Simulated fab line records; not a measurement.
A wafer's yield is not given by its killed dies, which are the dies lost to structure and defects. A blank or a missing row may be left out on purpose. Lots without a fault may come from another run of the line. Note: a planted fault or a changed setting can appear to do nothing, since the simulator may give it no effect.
fab line records	flow nand_harc
record lots=5	wafers=15	last_day=33
route steps=1302 shown P_BONDPAD@364 END@1302
lots with no fault: from the same line, run without faults
start_h: the number of hours between the record's first day and the start of the first shown wafer of the lot	wait_h: hours from the lot's prior step to this one	" the same as in the row above	L1.1+2: several wafers, shown together as one row	- no value, or no start given	* or withheld: withheld	< > ~ a bound
route shown NAME@n: names a module that has steps shown in the file, with the first one's number in the route	usual: average and standard deviation across the fault-free wafers	same: alike in all rows	chamber/n: place in a boat	sites: per-site readings	_std_site: standard deviation across them	_edge_site: mean of outer sites minus mean of inner sites	radius_mm: how far each site lies from the wafer's centre	mask NAME#n: copy n	behind: the most recent tool/chamber to have shaped the wafer	hold: why the lot went on hold/how many hours it stayed there/how the hold came to an end	device: which transistor (n, p or np) failed to switch	end of line: at the end of the route, the tests of the same wafers	step lacking rows: just its recipe	killed: dies that structure and defects cost at the first sort, which is not the same as the wafer's yield	map: per-die view of a wafer (x killed, . not killed, _ where there is no die)
set.NAME: setting as actually run; set.NAME@STEP: the setting as run at that earlier step	model.NAME: the simulator's own value behind a step, which no gauge read
lots at selected steps of the route; one table per step, one row per wafer
services: from which hour (start_h, from the record's first day; less than 0 if before it) a tool's chamber was out of use, for how many hours, and why
## steps
# step NHARC_P_BONDPAD_CD_MEAS_09
# recipe target_cd_nm=500	landing_energy_ev=500
# usual cd_nm=499.9/1.6
lot.wafer	tool	chamber	start_h	wait_h	cd_nm
L955.1	cd_sem-01	0	153.44	-	501.8
L955.3	"	0	"	"	502.8
L955.6	"	0	"	"	499.8
L965.3	cd_sem-03	0	252.81	-	500.6
L965.4	"	0	"	"	497.4
L965.6	"	0	"	"	499.8
L967.1	cd_sem-02	0	284.44	-	498.7
L967.4	"	0	"	"	501.7
L967.6	"	0	"	"	501.1
L975.2	cd_sem-02	0	360.88	-	497.9
L975.4	"	0	"	"	502.0
L975.5	"	0	"	"	499.9
L976.3	cd_sem-01	0	366.41	-	497.6
L976.4	"	0	"	"	499.6
L976.5	"	0	"	"	498.5
# step NHARC_P_BONDPAD_OVL_MEAS_38
# usual overlay_x_nm=0/6.9	overlay_y_nm=-1/7.9
lot.wafer	tool	chamber	start_h	wait_h	overlay_x_nm	overlay_y_nm
L955.1	overlay-02	-	153.53	-	1	-10
L955.3	"	-	"	"	1	-10
L955.6	"	-	"	"	1	-10
L965.3	overlay-02	-	252.89	-	2	-6
L965.4	"	-	"	"	2	-6
L965.6	"	-	"	"	3	-6
L967.1	overlay-01	-	284.53	-	7	15
L967.4	"	-	"	"	6	15
L967.6	"	-	"	"	6	15
L975.2	overlay-01	-	360.97	-	8	2
L975.4	"	-	"	"	8	3
L975.5	"	-	"	"	8	3
L976.3	overlay-02	-	366.49	-	-3	4
L976.4	"	-	"	"	-3	5
L976.5	"	-	"	"	-3	5
# step NHARC_P_BONDPAD_HARDBAKE_10
# recipe temp_c=118	time_s=65
# step NHARC_P_BONDPAD_DESCUM_11
# recipe time_s=3	o2_flow_sccm=200	ar_flow_sccm=0	bias_power_w=0	chemistry=O2
# usual drypump_motor_current_A=5.7/0.62	oes_product_au=0.999/0.011	rf_vpp_V=57.6/0.9	showerhead_plenum_p_Torr=1.87/0.076	throttle_valve_pct=11.311/0.0093
lot.wafer	tool	chamber	start_h	wait_h	drypump_motor_current_A	oes_product_au	rf_hours_counter_h	rf_vpp_V	showerhead_plenum_p_Torr	throttle_valve_pct
L955.1	rie_diel-01	3	153.66	-	5.8	1.004	2.9	58.7	1.89	11.313
L955.3	"	1	"	"	6.4	0.992	2.8	56.0	1.81	11.308
L955.6	"	3	"	"	5.8	1.003	-	55.6	1.89	11.328
L965.3	rie_diel-12	2	253.02	-	5.6	0.985	7.3	57.1	1.81	11.287
L965.6	"	3	"	"	5.5	0.981	-	58.0	1.88	11.314
L965.4	"	1	"	"	6.1	0.992	-	55.8	1.79	11.307
L967.4	rie_diel-11	2	284.67	-	6.4	0.996	1.5	59.1	1.82	11.295
L967.1	"	0	"	"	6.4	1.006	1.2	59.4	1.82	11.296
L967.6	"	1	"	"	6.5	0.996	-	58.0	2.01	11.303
L975.4	rie_diel-12	3	361.09	-	5.4	0.995	5.5	58.8	1.88	11.315
L975.2	"	0	"	"	4.8	0.995	5.6	58.3	1.95	11.318
L975.5	"	0	"	"	4.8	1.001	-	58.3	1.95	11.326
L976.4	rie_diel-12	3	366.62	-	5.5	0.997	5.7	56.4	1.88	11.324
L976.3	"	1	"	"	6.2	0.998	5.0	57.0	1.79	11.323
L976.5	"	0	"	"	4.8	0.987	-	57.8	1.95	11.318
# step NHARC_P_BONDPAD_ETCH_37
# recipe target_depth_a=600	overetch_a=180	time_s=65.91	ion_energy_ev=200	n2_flow_sccm=150	h2_flow_sccm=150	ar_flow_sccm=0	rf_w=400	bias_w=150	chemistry=N2/H2
# usual drypump_motor_current_A=5.7/0.61	n2_flow_sccm=150.0/0.44	oes_product_au=1.000/0.01	rf_vpp_V=429.2/2.5	showerhead_plenum_p_Torr=2.00/0.082	throttle_valve_pct=14.170/0.0089
lot.wafer	tool	chamber	start_h	wait_h	drypump_motor_current_A	n2_flow_sccm	oes_product_au	rf_hours_counter_h	rf_vpp_V	showerhead_plenum_p_Torr	throttle_valve_pct
L955.1	rie_diel-01	0	153.74	0.1	4.9	149.7	0.997	2.9	433.1	2.13	14.171
L955.3	"	3	"	"	5.8	150.1	1.019	2.9	430.6	2.02	14.161
L955.6	"	1	"	"	6.4	149.3	1.003	-	426.3	1.93	14.171
L965.3	rie_diel-12	3	253.12	0.1	5.5	150.1	0.985	8.1	428.3	2.01	14.164
L965.6	"	3	"	"	5.5	150.4	0.982	-	428.4	2.01	14.152
L965.4	"	1	"	"	6.1	150.1	1.007	-	428.7	1.91	14.178
L967.4	rie_diel-11	0	284.74	0.1	6.4	149.8	1.012	1.2	427.5	1.94	14.171
L967.1	"	2	"	"	6.4	150.0	0.984	1.5	428.5	1.94	14.189
L967.6	"	1	"	"	6.5	149.8	1.010	-	433.8	2.14	14.165
L975.2	rie_diel-12	2	361.18	0.1	5.6	150.2	0.997	4.8	427.2	1.92	14.190
L975.4	"	0	"	"	4.7	150.7	1.001	5.6	430.0	2.08	14.177
L975.5	"	2	"	"	5.6	150.4	1.002	-	427.1	1.92	14.167
L976.3	rie_diel-12	2	366.70	0.1	5.6	149.8	1.017	5.0	425.7	1.92	14.174
L976.4	"	3	"	"	5.5	150.4	0.996	5.7	428.9	2.00	14.144
L976.5	"	2	"	"	5.6	149.9	1.005	-	427.7	1.92	14.174
# step NHARC_P_BONDPAD_ETCH_12
# recipe target_depth_a=2000	time_s=100	chf3_flow_sccm=50	o2_flow_sccm=10	ar_flow_sccm=200	rf_w=500	bias_w=200	chemistry=CHF3/O2
# step NHARC_P_BONDPAD_CD_MEAS_13
# usual cd_nm=499.7/1.8
lot.wafer	tool	chamber	start_h	wait_h	cd_nm
L955.1	cd_sem-01	-	153.97	-	501.3
L955.3	"	-	"	"	502.6
L955.6	"	-	"	"	501.0
L965.3	cd_sem-02	-	253.38	-	501.5
L965.4	"	-	"	"	496.9
L965.6	"	-	"	"	499.2
L967.1	cd_sem-03	-	284.97	-	498.7
L967.4	"	-	"	"	502.0
L967.6	"	-	"	"	501.3
L975.2	cd_sem-01	-	361.41	-	498.7
L975.4	"	-	"	"	500.8
L975.5	"	-	"	"	499.9
L976.3	cd_sem-01	-	366.94	-	498.0
L976.4	"	-	"	"	498.8
L976.5	"	-	"	"	499.5
# step NHARC_P_BONDPAD_STRIP_15
# recipe o2_flow_sccm=500	ar_flow_sccm=0	bias_w=0	chemistry=O2
# step NHARC_P_BONDPAD_ETCH_24
# recipe target_depth_a=300	over_etch_frac=0.3	time_s=72.99	ion_energy_ev=150	cf4_flow_sccm=50	n2_flow_sccm=100	ar_flow_sccm=150	rf_w=300	bias_w=100	chemistry=CF4/N2
# step NHARC_P_BONDPAD_STRIP_16
# recipe time_s=600	temp_c=30	chemistry=post_etch_residue_remover
# step NHARC_P_BONDPAD_DEGAS_25
# recipe temp_c=300	time_s=60
# usual heater_power_w=475/50
lot.wafer	tool	chamber	start_h	wait_h	heater_power_w
L955.3	pvd_sputter-03	-	154.59	-	381
L955.1	"	-	"	"	482
L955.6	"	-	"	"	377
L965.3	pvd_sputter-01	-	254.06	-	465
L965.4	"	-	"	"	555
L965.6	"	-	"	"	517
L967.1	pvd_sputter-01	-	285.59	-	459
L967.4	"	-	"	"	446
L967.6	"	-	"	"	532
L975.4	pvd_sputter-01	-	362.05	-	455
L975.2	"	-	"	"	548
L975.5	"	-	"	"	535
L976.3	pvd_sputter-01	-	367.56	-	437
L976.4	"	-	"	"	450
L976.5	"	-	"	"	506
# step NHARC_P_BONDPAD_PRE_CLEAN_26
# recipe time_s=30	temp_c=280	gas=H2/He
# usual heater_power_w=419/42
lot.wafer	tool	chamber	start_h	wait_h	heater_power_w
L955.3	pvd_sputter-03	-	-	-	331
L955.1	"	-	"	"	411
L955.6	"	-	"	"	388
L965.3	pvd_sputter-01	-	-	-	402
L965.4	"	-	"	"	392
L965.6	"	-	"	"	468
L967.4	pvd_sputter-01	-	-	-	391
L967.1	"	-	"	"	475
L967.6	"	-	"	"	464
L975.4	pvd_sputter-01	-	-	-	387
L975.2	"	-	"	"	477
L975.5	"	-	"	"	384
L976.4	pvd_sputter-01	-	-	-	468
L976.3	"	-	"	"	400
L976.5	"	-	"	"	459
# step NHARC_P_BONDPAD_PVD_17
# recipe target_thk_a=50	bias_v=168.6	power_w=15000	chamber_pressure_pa=0.12	time_s=8.06	substrate_temp_c=50	material=TaN
# usual throttle_valve_pct=30.3/0.92	time_s=8.06/0
lot.wafer	tool	chamber	start_h	wait_h	throttle_valve_pct	time_s
L955.3	pvd_sputter-03	-	154.72	-	31.0	8.06
L955.1	"	-	"	"	30.9	8.06
L955.6	"	-	"	"	30.8	8.06
L965.3	pvd_sputter-01	-	254.17	-	30.8	8.06
L965.4	"	-	"	"	29.8	8.06
L965.6	"	-	"	"	30.8	8.06
L967.1	pvd_sputter-01	-	285.72	-	31.1	8.06
L967.4	"	-	"	"	30.8	8.06
L967.6	"	-	"	"	31.1	8.3731
L975.2	pvd_sputter-01	-	362.17	-	29.8	8.06
L975.4	"	-	"	"	29.8	8.06
L975.5	"	-	"	"	29.8	8.06
L976.4	pvd_sputter-01	-	367.69	-	30.9	8.06
L976.3	"	-	"	"	29.9	8.06
L976.5	"	-	"	"	31.1	8.06
# step NHARC_P_BONDPAD_PVD_27
# recipe target_thk_a=300	chamber_pressure_pa=5	power_w=5000	substrate_temp_c=30	time_s=20.49	material=Cu
# usual throttle_valve_pct=30.3/0.89	time_s=20.49/0
lot.wafer	tool	chamber	start_h	wait_h	throttle_valve_pct	time_s
L955.1	pvd_sputter-03	-	-	-	27.8	20.49
L955.3	"	-	"	"	29.7	20.49
L955.6	"	-	"	"	30.8	20.49
L965.3	pvd_sputter-01	-	-	-	31.1	20.49
L965.4	"	-	"	"	29.8	20.49
L965.6	"	-	"	"	31.1	20.49
L967.4	pvd_sputter-01	-	-	-	30.7	20.49
L967.1	"	-	"	"	29.7	20.49
L967.6	"	-	"	"	30.1	20.49
L975.4	pvd_sputter-01	-	-	-	29.9	20.49
L975.2	"	-	"	"	30.8	20.49
L975.5	"	-	"	"	29.7	20.49
L976.4	pvd_sputter-01	-	-	-	31.1	20.49
L976.3	"	-	"	"	29.9	20.49
L976.5	"	-	"	"	30.4	20.49
# step NHARC_END_SORT_01
# recipe temp_c=25
# usual defect_limited_yield=90.6/2.3	killed_at_array=59/16	killed_at_other=0.8/1.1	killed_at_periphery=3.6/2.4	killed_dies=64/16	killed_open=3.4/1.8	killed_short=2.5/1.6
# same gross_dies=677
lot.wafer	tool	chamber	start_h	wait_h	defect_limited_yield[%]	killed_at_array	killed_at_other	killed_at_periphery	killed_dies	killed_open	killed_short
L955.1	prober-02	0	580.72	2.5	90.5	60	0	4	64	2	2
L955.3	prober-02	0	582.33	3.1	88.9	73	0	2	75	1	6
L955.6	prober-02	0	584.75	4.0	91.0	58	0	3	61	2	4
L967.1	prober-01	0	708.60	2.5	93.5	38	0	6	44	0	0
L967.4	prober-01	0	711.02	3.4	92.3	44	0	8	52	1	1
L967.6	prober-01	0	712.64	4.0	91.0	51	0	10	61	2	4
# killed by level:class
L955.1 A_CHANNEL_HOLE_D1:chamber_film_flake=26 A_SLIT:chamber_film_flake=21 A_CHANNEL_HOLE_D2:chamber_film_flake=4 A_WL_FILL:chamber_film_flake=3 A_ZERO_WELL:chamber_film_flake=2 A_STAIRCASE:chamber_film_flake=2 P_CONTACT:geometric_particle:open=1 P_M0:geometric_particle:short=1
L955.3 A_CHANNEL_HOLE_D1:chamber_film_flake=25 A_CHANNEL_HOLE_D2:chamber_film_flake=14 A_SLIT:chamber_film_flake=14 A_CONTACT:chamber_film_flake=7 A_WL_FILL:chamber_film_flake=3 A_WL_FILL:geometric_particle:short=2 A_ZERO_WELL:chamber_film_flake=2 A_STAIRCASE:chamber_film_flake=2
L955.6 A_CHANNEL_HOLE_D1:chamber_film_flake=22 A_SLIT:chamber_film_flake=22 A_CHANNEL_HOLE_D2:chamber_film_flake=5 A_ONON_D1:geometric_particle:short=2 P_GATE:chamber_film_flake=2 A_CONTACT:chamber_film_flake=2 P_M0:geometric_particle:open=1 A_SGD_CUT:geometric_particle:short=1
L967.1 A_CHANNEL_HOLE_D2:chamber_film_flake=22 A_CHANNEL_HOLE_D1:chamber_film_flake=10 P_CONTACT:chamber_film_flake=5 A_CHANNEL_FILL_D2:chamber_film_flake=2 A_BONDPAD:chamber_film_flake=2 P_ZERO_WELL:chamber_film_flake=1 A_STAIRCASE:chamber_film_flake=1 A_SLIT:chamber_film_flake=1
L967.4 A_CHANNEL_HOLE_D1:chamber_film_flake=14 A_CHANNEL_HOLE_D2:chamber_film_flake=14 A_CHANNEL_FILL_D2:chamber_film_flake=5 P_STI:chamber_film_flake=4 A_STAIRCASE:chamber_film_flake=4 P_CONTACT:chamber_film_flake=3 A_WL_FILL:chamber_film_flake=2 A_CHANNEL_FILL_D1:geometric_particle:open=1
L967.6 A_CHANNEL_HOLE_D2:chamber_film_flake=23 P_CONTACT:chamber_film_flake=7 A_CHANNEL_HOLE_D1:chamber_film_flake=7 A_SLIT:chamber_film_flake=7 A_CHANNEL_FILL_D2:chamber_film_flake=4 A_CHANNEL_HOLE_D2:geometric_particle:short=2 P_STI:chamber_film_flake=2 A_WL_FILL:chamber_film_flake=2
## services
tool	chamber	start_h	hours	kind
rie_diel-12	0	135.20	6.2	repair
rie_diel-12	0	149.40	-	clean
rie_diel-12	0	177.40	1.7	repair
pvd_sputter-03	-	180.95	10.0	pm
rie_diel-01	2	189.10	4.8	repair
pvd_sputter-03	-	192.77	2.6	repair
rie_diel-01	-	203.81	9.0	pm
rie_diel-11	0	217.46	8.5	repair
pvd_sputter-01	-	226.00	10.0	pm
rie_diel-12	0	241.68	12.6	repair
rie_diel-11	1	249.45	12.3	repair
rie_diel-12	3	254.90	3.3	repair
rie_diel-11	-	255.50	9.0	pm
rie_diel-12	-	268.40	9.0	pm
rie_diel-01	3	292.95	21.6	repair
pvd_sputter-03	-	298.99	0.8	repair
pvd_sputter-03	-	303.09	4.9	repair
rie_diel-01	1	310.92	2.1	repair
rie_diel-11	1	321.73	7.7	repair
pvd_sputter-03	-	333.55	8.2	repair
rie_diel-01	1	335.62	5.2	repair
rie_diel-01	0	351.71	2.8	repair
pvd_sputter-03	-	358.95	10.0	pm
rie_diel-01	2	364.37	2.4	repair
## key
first_sign step=NHARC_P_BONDPAD_PVD_17	reading=time_s	direction=up	sigmas=99+	usual=*	struck=*
effect none on later readings
met_at NHARC_P_BONDPAD_PVD_17
struck_wafers L967.6
onset_between 254.17 285.72
fault kind=process_parameter_drift	tool=pvd_sputter-01	chamber=-	onset_h=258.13	steps=NHARC_P_BONDPAD_PVD_17	channel=time_s	offset=*	shape=step	end_h=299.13	scope=struck_wafers_only	acts_in=*	stated=*
